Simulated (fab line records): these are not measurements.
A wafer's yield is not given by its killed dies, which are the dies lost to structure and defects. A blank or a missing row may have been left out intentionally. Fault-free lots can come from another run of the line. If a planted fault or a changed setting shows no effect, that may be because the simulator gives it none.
Which of the tools did it? | flow n5Finfet | Sampling: 9 lots, 27 wafers, 6 of 1938 route steps

WHAT EACH GAUGE READ, for each wafer
N5_FIN_SAQP_CD_MEAS_16: target cd 35.6 nm. Usual: cdNm at 35.6 nm, with a standard deviation of 0.31.
lot  | measured    | on       | cdNm (nm)      | flag
L367 | day 1 21:32 | cdSem-03 | 35.5 35.4 35.2 | 
L368 | day 2 03:17 | cdSem-02 | 35.1 35.5 35.6 | 
L369 | day 2 09:43 | cdSem-01 | 35.5 35.6 35.5 | 
L372 | day 3 05:21 | cdSem-01 | 35.8 35.8 35.3 | 
L376 | day 4 03:10 | cdSem-03 | 35.8 35.3 35.7 | 
L379 | day 4 21:27 | cdSem-03 | 35.7 31.6 35.2 | OFF
L387 | day 6 22:34 | cdSem-03 | 35.9 36.5 35.4 | 
L389 | day 7 09:48 | cdSem-01 | 35.9 35.9 36.0 | 
L390 | day 7 15:40 | cdSem-01 | 35.7 35.3 35.7 | 

N5_FIN_SAQP_OVL_MEAS_17. Usual: FIN_CORE_OVL gives -0.4 nm (standard deviation 0.91).
lot  | measured    | on         | FIN_CORE_OVL (nm) | flag
L367 | day 1 21:35 | overlay-01 | 0.0 1.0 -0.3      | 
L368 | day 2 03:20 | overlay-02 | -0.1 -1.0 -0.5    | 
L369 | day 2 09:45 | overlay-02 | 0.5 -0.4 -1.1     | 
L372 | day 3 05:23 | overlay-01 | 0.8 1.5 0.6       | 
L376 | day 4 03:12 | overlay-01 | -1.2 1.3 0.5      | 
L379 | day 4 21:29 | overlay-02 | 0.1 1.6 -0.4      | 
L387 | day 6 22:37 | overlay-01 | -1.3 0.9 -2.7     | 
L389 | day 7 09:50 | overlay-01 | 0.4 0.0 -1.3      | 
L390 | day 7 15:41 | overlay-02 | 0.0 -0.7 -1.5     | 

N5_BEOL_M4_RC_MEAS_101. Usual: DIBL_N 36.4 mV/V, standard deviation 1.4; DIBL_P 36.4 mV/V, standard deviation 1.5; IOFF_N 0.156 nA/um, standard deviation 0.022; IOFF_P 0.210 nA/um, standard deviation 0.023; ION_N 675 uA/um, standard deviation 9.1; ION_P 463 uA/um, standard deviation 5.7; SS_N 71.6 mV/dec, standard deviation 0.45; SS_P 73.3 mV/dec, standard deviation 0.56; VT_N 250 mV, standard deviation 3.1; VT_P -250.3 mV, standard deviation 2.3.
lot  | measured     | on        | DIBL_N (mV/V)  | DIBL_P (mV/V)  | IOFF_N (nA/um)    | IOFF_P (nA/um)    | ION_N (uA/um) | ION_P (uA/um) | SS_N (mV/dec)  | SS_P (mV/dec)  | VT_N (mV)   | VT_P (mV)            | flag
L367 | day 9 06:28  | prober-01 | 35.5 38.7 37.8 | 32.1 36.9 35.6 | 0.117 0.175 0.158 | 0.181 0.263 0.238 | 667 674 680   | 459 463 465   | 71.3 72.3 72.1 | 73.0 73.6 74.2 | 259 249 251 | -252.0 -247.5 -249.4 | 
L368 | day 9 10:19  | prober-01 | 36.4 34.4 35.7 | 38.4 36.0 37.3 | 0.172 0.147 0.159 | 0.220 0.183 0.201 | 680 676 680   | 464 466 463   | 71.4 71.8 71.4 | 73.1 73.3 73.2 | 248 251 252 | -247.6 -254.1 -251.3 | 
L369 | day 10 06:00 | prober-02 | 34.5 35.7 35.5 | 34.8 36.9 37.1 | 0.139 0.163 0.166 | 0.180 0.217 0.213 | 663 672 678   | 453 459 462   | 71.0 71.0 71.6 | 72.3 73.5 73.3 | 252 248 248 | -248.9 -248.0 -248.4 | 
L372 | day 10 07:53 | prober-01 | 33.9 35.9 34.0 | 35.1 38.1 34.8 | 0.142 0.189 0.141 | 0.200 0.241 0.192 | 676 688 663   | 467 465 462   | 71.2 72.3 70.7 | 72.2 73.4 72.0 | 248 245 251 | -251.3 -246.9 -251.6 | 
L376 | day 11 09:09 | prober-01 | 36.8 36.9 35.2 | 37.6 37.7 36.0 | 0.161 0.157 0.137 | 0.204 0.212 0.183 | 683 670 667   | 463 457 458   | 71.3 71.6 71.2 | 72.9 73.1 73.0 | 250 253 253 | -250.2 -247.6 -249.6 | 
L379 | day 11 17:19 | prober-01 | 35.0 36.0 35.3 | 35.1 36.3 35.5 | 0.130 0.140 0.128 | 0.182 0.199 0.185 | 666 671 659   | 459 462 457   | 71.2 71.7 71.4 | 72.8 74.3 74.0 | 252 253 255 | -256.3 -251.6 -253.3 | 
L387 | day 14 03:29 | prober-02 | 35.8 34.8 35.5 | 35.7 34.3 35.9 | 0.152 0.131 0.142 | 0.211 0.188 0.224 | 673 672 673   | 468 465 467   | 71.3 71.2 71.6 | 73.6 73.3 73.2 | 252 251 252 | -248.7 -250.2 -248.7 | 
L389 | day 14 15:42 | prober-02 | 37.2 36.8 35.9 | 38.6 37.0 35.9 | 0.187 0.166 0.152 | 0.259 0.228 0.212 | 685 671 675   | 477 465 467   | 72.3 72.1 71.6 | 73.5 74.1 73.8 | 246 248 249 | -249.3 -249.0 -250.1 | 
L390 | day 15 06:20 | prober-02 | 37.0 35.1 36.8 | 38.0 36.5 38.2 | 0.164 0.139 0.174 | 0.233 0.205 0.235 | 669 669 676   | 468 465 467   | 71.6 71.4 71.8 | 73.6 72.4 72.8 | 250 252 249 | -249.7 -248.6 -249.1 | 

WHAT TOOL EACH LOT RAN ON (gives the tool, then ch and the chambers of the sampled wafers, and finally the start)
lot  | N5_FIN_SAQP_PEB_14              | N5_FIN_SAQP_DESCUM_21            | N5_FIN_SAQP_MANDREL_ETCH_22
L367 | lithoTrack-04 ch 0, day 1 21:28 | rieDiel-02 ch 0,3, day 1 21:38   | rieSi-05 ch 0,1, day 1 21:55
L368 | lithoTrack-01 ch 0, day 2 03:13 | rieDiel-03 ch 1,2,3, day 2 03:37 | rieSi-04 ch 0,1,3, day 2 03:55
L369 | lithoTrack-01 ch 0, day 2 09:39 | rieDiel-02 ch 0,1, day 2 11:09   | rieSi-04 ch 1,2,3, day 2 11:26
L372 | lithoTrack-04 ch 0, day 3 05:17 | rieDiel-02 ch 0,3, day 3 05:51   | rieSi-04 ch 0,1,3, day 3 06:08
L376 | lithoTrack-03 ch 0, day 4 03:06 | rieDiel-02 ch 0,3, day 4 03:16   | rieSi-06 ch 0,1, day 4 03:32
L379 | lithoTrack-04 ch 0, day 4 21:23 | rieDiel-05 ch 0,1,2, day 4 21:33 | rieSi-04 ch 0,2,3, day 4 21:50
L387 | lithoTrack-03 ch 0, day 6 22:30 | rieDiel-03 ch 1,2,3, day 6 22:40 | rieSi-05 ch 2,3, day 6 22:57
L389 | lithoTrack-03 ch 0, day 7 09:44 | rieDiel-02 ch 0,1,3, day 7 09:55 | rieSi-06 ch 0,1,2, day 7 10:11
L390 | lithoTrack-01 ch 0, day 7 15:35 | rieDiel-02 ch 0,3, day 7 15:45   | rieSi-06 ch 1,2,3, day 7 16:02
- N5_FIN_SAQP_PEB_14: peb time 60 s.
- N5_FIN_SAQP_DESCUM_21: chemistry O2, time 7.9 s.
- N5_FIN_SAQP_MANDREL_ETCH_22: etches a-Si in HBr/Cl2, stops on SiNx, target depth 60 nm, bt time 10 s, time 30 s.

WHAT THE TOOLS THEMSELVES READ (means of the sampled wafers that have a number; where no wafer has one, the mark that the record gives instead)
N5_FIN_SAQP_DESCUM_21. Usual: biasPowerW 20.00 W (standard deviation 0.062); drypumpMotorCurrentA 5.9 A (standard deviation 0.5); oesProductAu 0.79 a.u. (standard deviation 0.081); rfFwdPowerW 49.33 W (standard deviation 0.24); rfVppV 243.8 V (standard deviation 1.4); showerheadPlenumPTorr 2.14 Torr (standard deviation 0.077); throttleValvePct 20.43 % (standard deviation 0.18).
lot  | tool       | biasPowerW (W) | drypumpMotorCurrentA (A) | oesProductAu (a.u.) | rfFwdPowerW (W) | rfVppV (V) | showerheadPlenumPTorr (Torr) | throttleValvePct (%) | flag
L367 | rieDiel-02 | 19.98          | 6.1                      | 0.81                | 49.26           | 244.0      | 2.20                         | 20.37                | 
L368 | rieDiel-03 | 20.01          | 6.2                      | 0.75                | 49.30           | 243.4      | 2.09                         | 20.44                | 
L369 | rieDiel-02 | 20.02          | 5.4                      | 0.72                | 49.53           | 243.8      | 2.10                         | 20.52                | 
L372 | rieDiel-02 | 20.00          | 5.9                      | 0.84                | 49.50           | 244.6      | 2.20                         | 20.43                | 
L376 | rieDiel-02 | 19.96          | 5.9                      | 0.83                | 49.25           | 244.5      | 2.20                         | 20.45                | 
L379 | rieDiel-05 | 20.03          | 5.5                      | 0.81                | 49.46           | 244.3      | 2.14                         | 20.31                | 
L387 | rieDiel-03 | 20.02          | 6.2                      | 0.81                | 49.31           | 244.4      | 2.16                         | 20.36                | 
L389 | rieDiel-02 | 19.93          | 5.7                      | 0.82                | 49.47           | 243.6      | 2.14                         | 20.42                | 
L390 | rieDiel-02 | 19.98          | 6.0                      | 0.77                | 49.33           | 244.9      | 2.18                         | 20.44                | 

N5_FIN_SAQP_MANDREL_ETCH_22. Usual: drypumpMotorCurrentA 5.7 A, standard deviation 0.46; oesProductAu 0.775 a.u., standard deviation 0.014; rfFwdPowerW 794.7 W, standard deviation 2.8; throttleValvePct 35.31 %, standard deviation 0.29.
lot  | tool     | drypumpMotorCurrentA (A) | oesProductAu (a.u.) | rfFwdPowerW (W) | throttleValvePct (%) | flag
L367 | rieSi-05 | 5.9                      | 0.780               | 795.2           | 35.61                | 
L368 | rieSi-04 | 5.7                      | 0.782               | 794.0           | 35.12                | 
L369 | rieSi-04 | 5.9                      | 0.781               | 795.7           | 35.40                | 
L372 | rieSi-04 | 5.7                      | 0.777               | 796.4           | 35.13                | 
L376 | rieSi-06 | 5.2                      | 0.758               | 791.8           | 35.35                | 
L379 | rieSi-04 | 5.9                      | 0.778               | 795.7           | 35.39                | 
L387 | rieSi-05 | 6.3                      | 0.764               | 796.6           | 35.28                | 
L389 | rieSi-06 | 5.6                      | 0.772               | 793.7           | 35.28                | 
L390 | rieSi-06 | 5.7                      | 0.770               | 792.5           | 35.19                | 

THE ANSWER, worked out from the rows above alone
Rule: a lot counts as off when the mean over its wafers that have a number is more than 3 standard deviations away from the usual mean. A lot without any number at a reading at which 4 lots or more have one is off too. All remaining lots with rows at the step are treated as sound. Order of review: gauges by route order, followed by the tools' own readings, for which a lot's mean as printed above is used. At the first step where some lot is off, the reading lying furthest off is the one used; lots without a number count as furthest.
Off, at N5_FIN_SAQP_CD_MEAS_16 on cdNm: L379.
If a tool, at a process step before that reading, ran all the lots that are off and no sound lot after the first of them, it fits. The gauges at N5_FIN_SAQP_CD_MEAS_16 are tried like those tools. One candidate fits, namely lithoTrack-04 at N5_FIN_SAQP_PEB_14. Its last sound lot is L372 (day 3 05:17), its first lot that is off L379 (day 4 21:23): a fault that began between those two fits.

WHAT THE SIMULATOR HAD INSERTED
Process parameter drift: lithoTrack-04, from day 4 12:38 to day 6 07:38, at N5_FIN_SAQP_PEB_14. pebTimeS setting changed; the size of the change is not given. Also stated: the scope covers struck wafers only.
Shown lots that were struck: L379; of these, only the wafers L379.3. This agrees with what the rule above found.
